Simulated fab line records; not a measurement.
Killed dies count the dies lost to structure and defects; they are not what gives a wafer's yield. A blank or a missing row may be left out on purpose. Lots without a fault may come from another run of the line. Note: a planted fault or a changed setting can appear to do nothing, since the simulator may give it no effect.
What tool caused it? || flow nandHarc || Sampling: 11 lots, 33 wafers, 6 of 1302 route steps

WHAT THE GAUGES SHOWED, per wafer
NHARC_P_ZERO_WELL_CD_MEAS_24: target cd 720 nm. Usual: cdNm 719.8 nm, standard deviation 1.7.
{"lot": "L452", "measured": "day 2 08:28", "on": "cdSem-01", "cdNm (nm)": "721.8 719.2 721.5", "flag": ""}
{"lot": "L453", "measured": "day 2 18:37", "on": "cdSem-01", "cdNm (nm)": "721.9 719.9 717.7", "flag": ""}
{"lot": "L455", "measured": "day 3 14:28", "on": "cdSem-02", "cdNm (nm)": "603.0 604.5 606.4 602.9 604.5 606.2", "flag": "OFF"}
{"lot": "L460", "measured": "day 5 16:37", "on": "cdSem-02", "cdNm (nm)": "719.9 718.4 718.4", "flag": ""}
{"lot": "L463", "measured": "day 6 22:43", "on": "cdSem-02", "cdNm (nm)": "718.5 721.3 720.4", "flag": ""}
{"lot": "L465", "measured": "day 7 18:35", "on": "cdSem-03", "cdNm (nm)": "721.8 721.8 719.9", "flag": ""}
{"lot": "L467", "measured": "day 8 14:30", "on": "cdSem-01", "cdNm (nm)": "718.5 717.4 716.3", "flag": ""}
{"lot": "L469", "measured": "day 9 10:32", "on": "cdSem-03", "cdNm (nm)": "718.3 720.0 717.9", "flag": ""}
{"lot": "L470", "measured": "day 9 20:37", "on": "cdSem-03", "cdNm (nm)": "720.9 722.7 720.6", "flag": ""}
{"lot": "L471", "measured": "day 10 06:47", "on": "cdSem-02", "cdNm (nm)": "719.7 723.7 720.0", "flag": ""}
{"lot": "L473", "measured": "day 11 02:27", "on": "cdSem-02", "cdNm (nm)": "719.2 720.0 720.6", "flag": ""}

NHARC_END_SORT_01. Usual: value, then standard deviation, for each; defectLimitedYield 91 % / 3.2; killedAtArray 55 / 22; killedAtOther 1.1 / 1.4; killedAtPeriphery 4 / 3.2; killedDies 59 / 22; killedOpen 3.3 / 1.8; killedShort 2.5 / 1.5.
{"lot": "L453", "measured": "day 25 03:56", "on": "prober-02", "defectLimitedYield (%)": "96 92 95", "killedAtArray": "26 48 28", "killedAtOther": "1 4 3", "killedAtPeriphery": "2 3 2", "killedDies": "29 55 33", "killedOpen": "5 2 2", "killedShort": "2 2 2", "flag": ""}
{"lot": "L460", "measured": "day 28 12:52", "on": "prober-02", "defectLimitedYield (%)": "88 91 89", "killedAtArray": "81 54 67", "killedAtOther": "0 0 1", "killedAtPeriphery": "0 5 5", "killedDies": "81 59 73", "killedOpen": "2 1 1", "killedShort": "3 0 4", "flag": ""}
{"lot": "L463", "measured": "day 29 17:55", "on": "prober-02", "defectLimitedYield (%)": "84 83 88", "killedAtArray": "106 113 72", "killedAtOther": "0 0 2", "killedAtPeriphery": "3 1 6", "killedDies": "109 114 80", "killedOpen": "3 3 3", "killedShort": "3 3 1", "flag": ""}
{"lot": "L467", "measured": "day 30 09:01", "on": "prober-02", "defectLimitedYield (%)": "96 95 95", "killedAtArray": "24 27 22", "killedAtOther": "0 1 0", "killedAtPeriphery": "6 7 11", "killedDies": "30 35 33", "killedOpen": "4 2 3", "killedShort": "3 5 0", "flag": ""}
{"lot": "L469", "measured": "day 31 01:24", "on": "prober-02", "defectLimitedYield (%)": 95, "killedAtArray": 27, "killedAtOther": 0, "killedAtPeriphery": 4, "killedDies": 31, "killedOpen": 4, "killedShort": 7, "flag": ""}
{"lot": "L470", "measured": "day 32 00:50", "on": "prober-02", "defectLimitedYield (%)": "88 90 91", "killedAtArray": "81 66 57", "killedAtOther": "0 0 1", "killedAtPeriphery": "2 3 2", "killedDies": "83 69 60", "killedOpen": "4 3 3", "killedShort": "0 1 5", "flag": ""}
{"lot": "L471", "measured": "day 33 22:14", "on": "prober-02", "defectLimitedYield (%)": "91 90 90", "killedAtArray": "59 66 62", "killedAtOther": "1 0 2", "killedAtPeriphery": "2 3 2", "killedDies": "62 69 66", "killedOpen": "3 8 4", "killedShort": "3 2 3", "flag": ""}
{"lot": "L473", "measured": "day 33 08:35", "on": "prober-02", "defectLimitedYield (%)": "97 96 97", "killedAtArray": "18 23 22", "killedAtOther": "1 3 0", "killedAtPeriphery": "1 3 0", "killedDies": "20 29 22", "killedOpen": "3 3 0", "killedShort": "1 2 3", "flag": ""}

TOOL THAT RAN EACH LOT (tool first, then ch and the chambers of the sampled wafers, then the start)
{"lot": "L452", "NHARC_P_ZERO_WELL_EXPOSE_21": "krfScanner-02 ch 0, day 2 08:19", "NHARC_P_ZERO_WELL_DESCUM_39": "rieDiel-09 ch 0,1,3, day 2 10:17", "NHARC_P_STI_ETCH_42": "rieDiel-07 ch 1,2,3, day 3 06:27", "NHARC_P_STI_CMP_21": "cmp-04 ch 0,2,3, day 3 21:22"}
{"lot": "L453", "NHARC_P_ZERO_WELL_EXPOSE_21": "krfScanner-04 ch 0, day 2 18:28", "NHARC_P_ZERO_WELL_DESCUM_39": "rieDiel-12 ch 0,1, day 2 20:18", "NHARC_P_STI_ETCH_42": "rieDiel-05 ch 1,3, day 3 18:01", "NHARC_P_STI_CMP_21": "cmp-04 ch 1,2, day 4 11:37"}
{"lot": "L455", "NHARC_P_ZERO_WELL_EXPOSE_21": "krfScanner-04 ch 0, day 3 14:19", "NHARC_P_ZERO_WELL_DESCUM_39": "-", "NHARC_P_STI_ETCH_42": "-", "NHARC_P_STI_CMP_21": "-"}
{"lot": "L460", "NHARC_P_ZERO_WELL_EXPOSE_21": "krfScanner-04 ch 0, day 5 16:27", "NHARC_P_ZERO_WELL_DESCUM_39": "rieDiel-12 ch 0,1,2, day 5 18:19", "NHARC_P_STI_ETCH_42": "rieDiel-01 ch 0,2, day 6 15:02", "NHARC_P_STI_CMP_21": "cmp-04 ch 1,2,3, day 7 11:48"}
{"lot": "L463", "NHARC_P_ZERO_WELL_EXPOSE_21": "krfScanner-02 ch 0, day 6 22:34", "NHARC_P_ZERO_WELL_DESCUM_39": "rieDiel-12 ch 0,1,3, day 7 02:44", "NHARC_P_STI_ETCH_42": "rieDiel-07 ch 2,3, day 7 21:08", "NHARC_P_STI_CMP_21": "cmp-02 ch 1,3, day 8 15:50"}
{"lot": "L465", "NHARC_P_ZERO_WELL_EXPOSE_21": "krfScanner-04 ch 0, day 7 18:26", "NHARC_P_ZERO_WELL_DESCUM_39": "rieDiel-12 ch 1,2,3, day 7 20:17", "NHARC_P_STI_ETCH_42": "rieDiel-05 ch 0,1, day 8 18:22", "NHARC_P_STI_CMP_21": "cmp-02 ch 0,1, day 9 15:04"}
{"lot": "L467", "NHARC_P_ZERO_WELL_EXPOSE_21": "krfScanner-02 ch 0, day 8 14:20", "NHARC_P_ZERO_WELL_DESCUM_39": "rieDiel-12 ch 0,2,3, day 8 16:19", "NHARC_P_STI_ETCH_42": "rieDiel-05 ch 1,2,3, day 9 13:17", "NHARC_P_STI_CMP_21": "cmp-02 ch 1,2,3, day 10 07:28"}
{"lot": "L469", "NHARC_P_ZERO_WELL_EXPOSE_21": "krfScanner-02 ch 0, day 9 10:23", "NHARC_P_ZERO_WELL_DESCUM_39": "rieDiel-09 ch 0,2,3, day 9 12:20", "NHARC_P_STI_ETCH_42": "rieDiel-05 ch 0,2,3, day 10 06:58", "NHARC_P_STI_CMP_21": "cmp-03 ch 1,2,3, day 11 00:56"}
{"lot": "L470", "NHARC_P_ZERO_WELL_EXPOSE_21": "krfScanner-04 ch 0, day 9 20:28", "NHARC_P_ZERO_WELL_DESCUM_39": "rieDiel-12 ch 0,1,3, day 9 22:27", "NHARC_P_STI_ETCH_42": "rieDiel-01 ch 0,1,2, day 10 17:13", "NHARC_P_STI_CMP_21": "cmp-02 ch 0,1,3, day 11 11:46"}
{"lot": "L471", "NHARC_P_ZERO_WELL_EXPOSE_21": "krfScanner-01 ch 0, day 10 06:38", "NHARC_P_ZERO_WELL_DESCUM_39": "rieDiel-12 ch 1,3, day 10 08:35", "NHARC_P_STI_ETCH_42": "rieDiel-07 ch 0,1,2, day 11 03:43", "NHARC_P_STI_CMP_21": "cmp-02 ch 1,3, day 11 21:48"}
{"lot": "L473", "NHARC_P_ZERO_WELL_EXPOSE_21": "krfScanner-02 ch 0, day 11 02:18", "NHARC_P_ZERO_WELL_DESCUM_39": "rieDiel-09 ch 0,1,3, day 11 04:42", "NHARC_P_STI_ETCH_42": "rieDiel-01 ch 0,1,3, day 11 22:58", "NHARC_P_STI_CMP_21": "cmp-03 ch 2,3, day 12 16:00"}
- NHARC_P_ZERO_WELL_EXPOSE_21: exposes mask P NWELL, target cd 720 nm.
- NHARC_P_ZERO_WELL_DESCUM_39: chemistry O2, time 3 s.
- NHARC_P_STI_ETCH_42: etches the open film in N2/H2, target depth 80 nm, overetch 24 nm, time 61 s.
- NHARC_P_STI_CMP_21: polishes, t overpolish 20 s, target thk 380.67 nm.

WHAT THE TOOLS THEMSELVES READ (means of the sampled wafers that have a number; where no wafer has one, the mark that the record gives instead)
NHARC_P_ZERO_WELL_EXPOSE_21. Usual: exposureDoseMJCm2 22.309, standard deviation 0.022; stageVelMmS 499.95 mm/s, standard deviation 0.27.
{"lot": "L452", "tool": "krfScanner-02", "exposureDoseMJCm2": 22.281, "stageVelMmS (mm/s)": 499.84, "flag": ""}
{"lot": "L453", "tool": "krfScanner-04", "exposureDoseMJCm2": 22.320, "stageVelMmS (mm/s)": 499.89, "flag": ""}
{"lot": "L455", "tool": "krfScanner-04", "exposureDoseMJCm2": 22.334, "stageVelMmS (mm/s)": 500.17, "flag": ""}
{"lot": "L460", "tool": "krfScanner-04", "exposureDoseMJCm2": 22.310, "stageVelMmS (mm/s)": 500.08, "flag": ""}
{"lot": "L463", "tool": "krfScanner-02", "exposureDoseMJCm2": 22.294, "stageVelMmS (mm/s)": 499.92, "flag": ""}
{"lot": "L465", "tool": "krfScanner-04", "exposureDoseMJCm2": 22.317, "stageVelMmS (mm/s)": 500.04, "flag": ""}
{"lot": "L467", "tool": "krfScanner-02", "exposureDoseMJCm2": 22.305, "stageVelMmS (mm/s)": 500.15, "flag": ""}
{"lot": "L469", "tool": "krfScanner-02", "exposureDoseMJCm2": 22.284, "stageVelMmS (mm/s)": 499.81, "flag": ""}
{"lot": "L470", "tool": "krfScanner-04", "exposureDoseMJCm2": 22.336, "stageVelMmS (mm/s)": 499.96, "flag": ""}
{"lot": "L471", "tool": "krfScanner-01", "exposureDoseMJCm2": 22.312, "stageVelMmS (mm/s)": 499.63, "flag": ""}
{"lot": "L473", "tool": "krfScanner-02", "exposureDoseMJCm2": 22.279, "stageVelMmS (mm/s)": 500.02, "flag": ""}

NHARC_P_ZERO_WELL_DESCUM_39. Usual: chamberPressureMTorr 60.00 mTorr, standard deviation 0.053; drypumpMotorCurrentA 5.9 A, standard deviation 0.44; oesProductAu 1.004 a.u., standard deviation 0.0091; rfVppV 57.7 V, standard deviation 0.98; showerheadPlenumPTorr 1.88 Torr, standard deviation 0.11; throttleValvePct 11.311 %, standard deviation 0.0091.
{"lot": "L452", "tool": "rieDiel-09", "chamberPressureMTorr (mTorr)": 59.95, "drypumpMotorCurrentA (A)": 6.1, "oesProductAu (a.u.)": 1.008, "rfVppV (V)": 57.9, "showerheadPlenumPTorr (Torr)": 1.88, "throttleValvePct (%)": 11.313, "flag": ""}
{"lot": "L453", "tool": "rieDiel-12", "chamberPressureMTorr (mTorr)": 60.02, "drypumpMotorCurrentA (A)": 6.4, "oesProductAu (a.u.)": 1.001, "rfVppV (V)": 57.8, "showerheadPlenumPTorr (Torr)": 1.94, "throttleValvePct (%)": 11.304, "flag": ""}
{"lot": "L460", "tool": "rieDiel-12", "chamberPressureMTorr (mTorr)": 60.00, "drypumpMotorCurrentA (A)": 6.1, "oesProductAu (a.u.)": 1.018, "rfVppV (V)": 56.9, "showerheadPlenumPTorr (Torr)": 1.88, "throttleValvePct (%)": 11.306, "flag": ""}
{"lot": "L463", "tool": "rieDiel-12", "chamberPressureMTorr (mTorr)": 59.98, "drypumpMotorCurrentA (A)": 6.2, "oesProductAu (a.u.)": 1.009, "rfVppV (V)": 58.1, "showerheadPlenumPTorr (Torr)": 1.87, "throttleValvePct (%)": 11.315, "flag": ""}
{"lot": "L465", "tool": "rieDiel-12", "chamberPressureMTorr (mTorr)": 60.00, "drypumpMotorCurrentA (A)": 6.0, "oesProductAu (a.u.)": 1.011, "rfVppV (V)": 57.7, "showerheadPlenumPTorr (Torr)": 1.81, "throttleValvePct (%)": 11.314, "flag": ""}
{"lot": "L467", "tool": "rieDiel-12", "chamberPressureMTorr (mTorr)": 60.06, "drypumpMotorCurrentA (A)": 5.8, "oesProductAu (a.u.)": 1.003, "rfVppV (V)": 57.5, "showerheadPlenumPTorr (Torr)": 1.87, "throttleValvePct (%)": 11.315, "flag": ""}
{"lot": "L469", "tool": "rieDiel-09", "chamberPressureMTorr (mTorr)": 60.01, "drypumpMotorCurrentA (A)": 5.9, "oesProductAu (a.u.)": 0.994, "rfVppV (V)": 58.6, "showerheadPlenumPTorr (Torr)": 1.98, "throttleValvePct (%)": 11.307, "flag": ""}
{"lot": "L470", "tool": "rieDiel-12", "chamberPressureMTorr (mTorr)": 60.05, "drypumpMotorCurrentA (A)": 6.3, "oesProductAu (a.u.)": 1.005, "rfVppV (V)": 57.1, "showerheadPlenumPTorr (Torr)": 1.86, "throttleValvePct (%)": 11.307, "flag": ""}
{"lot": "L471", "tool": "rieDiel-12", "chamberPressureMTorr (mTorr)": 60.02, "drypumpMotorCurrentA (A)": 6.3, "oesProductAu (a.u.)": 1.005, "rfVppV (V)": 57.3, "showerheadPlenumPTorr (Torr)": 1.81, "throttleValvePct (%)": 11.311, "flag": ""}
{"lot": "L473", "tool": "rieDiel-09", "chamberPressureMTorr (mTorr)": 60.03, "drypumpMotorCurrentA (A)": 6.2, "oesProductAu (a.u.)": 0.995, "rfVppV (V)": 58.9, "showerheadPlenumPTorr (Torr)": 2.06, "throttleValvePct (%)": 11.311, "flag": ""}

NHARC_P_STI_ETCH_42. Usual: value, then standard deviation, for each; chamberPressureMTorr 30.001 mTorr / 0.024; drypumpMotorCurrentA 5.8 A / 0.43; oesProductAu 1.004 a.u. / 0.01; rfFwdPowerW 396.3 W / 1.6; rfVppV 430.6 V / 2.6; showerheadPlenumPTorr 2.05 Torr / 0.092; throttleValvePct 14.171 % / 0.0081.
{"lot": "L452", "tool": "rieDiel-07", "chamberPressureMTorr (mTorr)": 29.994, "drypumpMotorCurrentA (A)": 6.2, "oesProductAu (a.u.)": 1.001, "rfFwdPowerW (W)": 395.2, "rfVppV (V)": 428.5, "showerheadPlenumPTorr (Torr)": 1.98, "throttleValvePct (%)": 14.166, "flag": ""}
{"lot": "L453", "tool": "rieDiel-05", "chamberPressureMTorr (mTorr)": 30.009, "drypumpMotorCurrentA (A)": 5.9, "oesProductAu (a.u.)": 1.002, "rfFwdPowerW (W)": 397.2, "rfVppV (V)": 432.6, "showerheadPlenumPTorr (Torr)": 2.14, "throttleValvePct (%)": 14.167, "flag": ""}
{"lot": "L460", "tool": "rieDiel-01", "chamberPressureMTorr (mTorr)": 29.999, "drypumpMotorCurrentA (A)": 5.4, "oesProductAu (a.u.)": 1.013, "rfFwdPowerW (W)": 396.2, "rfVppV (V)": 432.7, "showerheadPlenumPTorr (Torr)": 2.11, "throttleValvePct (%)": 14.175, "flag": ""}
{"lot": "L463", "tool": "rieDiel-07", "chamberPressureMTorr (mTorr)": 29.998, "drypumpMotorCurrentA (A)": 6.4, "oesProductAu (a.u.)": 1.007, "rfFwdPowerW (W)": 397.4, "rfVppV (V)": 430.3, "showerheadPlenumPTorr (Torr)": 2.03, "throttleValvePct (%)": 14.172, "flag": ""}
{"lot": "L465", "tool": "rieDiel-05", "chamberPressureMTorr (mTorr)": 29.980, "drypumpMotorCurrentA (A)": 5.4, "oesProductAu (a.u.)": 0.998, "rfFwdPowerW (W)": 395.8, "rfVppV (V)": 432.0, "showerheadPlenumPTorr (Torr)": 2.10, "throttleValvePct (%)": 14.179, "flag": ""}
{"lot": "L467", "tool": "rieDiel-05", "chamberPressureMTorr (mTorr)": 29.995, "drypumpMotorCurrentA (A)": 6.0, "oesProductAu (a.u.)": 1.005, "rfFwdPowerW (W)": 394.8, "rfVppV (V)": 431.9, "showerheadPlenumPTorr (Torr)": 2.08, "throttleValvePct (%)": 14.174, "flag": ""}
{"lot": "L469", "tool": "rieDiel-05", "chamberPressureMTorr (mTorr)": 29.994, "drypumpMotorCurrentA (A)": 5.9, "oesProductAu (a.u.)": 1.007, "rfFwdPowerW (W)": 395.3, "rfVppV (V)": 430.1, "showerheadPlenumPTorr (Torr)": 2.06, "throttleValvePct (%)": 14.171, "flag": ""}
{"lot": "L470", "tool": "rieDiel-01", "chamberPressureMTorr (mTorr)": 29.998, "drypumpMotorCurrentA (A)": 5.4, "oesProductAu (a.u.)": 1.006, "rfFwdPowerW (W)": 396.9, "rfVppV (V)": 433.2, "showerheadPlenumPTorr (Torr)": 2.13, "throttleValvePct (%)": 14.173, "flag": ""}
{"lot": "L471", "tool": "rieDiel-07", "chamberPressureMTorr (mTorr)": 29.994, "drypumpMotorCurrentA (A)": 6.1, "oesProductAu (a.u.)": 1.000, "rfFwdPowerW (W)": 397.1, "rfVppV (V)": 429.5, "showerheadPlenumPTorr (Torr)": 1.99, "throttleValvePct (%)": 14.167, "flag": ""}
{"lot": "L473", "tool": "rieDiel-01", "chamberPressureMTorr (mTorr)": 29.989, "drypumpMotorCurrentA (A)": 5.4, "oesProductAu (a.u.)": 1.012, "rfFwdPowerW (W)": 397.3, "rfVppV (V)": 431.8, "showerheadPlenumPTorr (Torr)": 2.11, "throttleValvePct (%)": 14.175, "flag": ""}

NHARC_P_STI_CMP_21. Usual: motorCurrentA 11.8 A, standard deviation 1.3; overpolishRunS 20.001 s, standard deviation 0.0088; slurryFlowMlMin 150.0, standard deviation 0.49.
{"lot": "L452", "tool": "cmp-04", "motorCurrentA (A)": 11.6, "overpolishRunS (s)": 20.002, "slurryFlowMlMin": 149.8, "flag": ""}
{"lot": "L453", "tool": "cmp-04", "motorCurrentA (A)": 10.6, "overpolishRunS (s)": 20.007, "slurryFlowMlMin": 150.4, "flag": ""}
{"lot": "L460", "tool": "cmp-04", "motorCurrentA (A)": 11.4, "overpolishRunS (s)": 20.000, "slurryFlowMlMin": 150.4, "flag": ""}
{"lot": "L463", "tool": "cmp-02", "motorCurrentA (A)": 12.2, "overpolishRunS (s)": 19.995, "slurryFlowMlMin": 149.9, "flag": ""}
{"lot": "L465", "tool": "cmp-02", "motorCurrentA (A)": 11.8, "overpolishRunS (s)": 20.012, "slurryFlowMlMin": 149.7, "flag": ""}
{"lot": "L467", "tool": "cmp-02", "motorCurrentA (A)": 12.1, "overpolishRunS (s)": 20.001, "slurryFlowMlMin": 149.9, "flag": ""}
{"lot": "L469", "tool": "cmp-03", "motorCurrentA (A)": 11.2, "overpolishRunS (s)": 19.996, "slurryFlowMlMin": 150.5, "flag": ""}
{"lot": "L470", "tool": "cmp-02", "motorCurrentA (A)": 11.6, "overpolishRunS (s)": 20.003, "slurryFlowMlMin": 149.9, "flag": ""}
{"lot": "L471", "tool": "cmp-02", "motorCurrentA (A)": 11.3, "overpolishRunS (s)": 20.007, "slurryFlowMlMin": 150.4, "flag": ""}
{"lot": "L473", "tool": "cmp-03", "motorCurrentA (A)": 11.0, "overpolishRunS (s)": 19.997, "slurryFlowMlMin": 150.3, "flag": ""}

THE ANSWER, worked out from the rows above alone
Rule: a lot is off if the mean of its wafers that have a number lies more than 3 standard deviations from the usual mean. Also off: a lot with no number at a reading for which 4 or more lots have one. The other lots that the step has rows for count as sound. After the gauges, taken in route order, come the tools' own readings; for these a lot's mean is taken, as printed above. The first step at which some lot is off is used, and at that step the reading that is off furthest; a lot without a number counts as furthest.
Off: L455, at NHARC_P_ZERO_WELL_CD_MEAS_24 (cdNm).
If a tool, at a process step before that reading, ran all the lots that are off and no sound lot after the first of them, it fits. Gauges at NHARC_P_ZERO_WELL_CD_MEAS_24: tried the same way as those tools. No candidate that was tried fits.

WHAT THE SIMULATOR PUT IN
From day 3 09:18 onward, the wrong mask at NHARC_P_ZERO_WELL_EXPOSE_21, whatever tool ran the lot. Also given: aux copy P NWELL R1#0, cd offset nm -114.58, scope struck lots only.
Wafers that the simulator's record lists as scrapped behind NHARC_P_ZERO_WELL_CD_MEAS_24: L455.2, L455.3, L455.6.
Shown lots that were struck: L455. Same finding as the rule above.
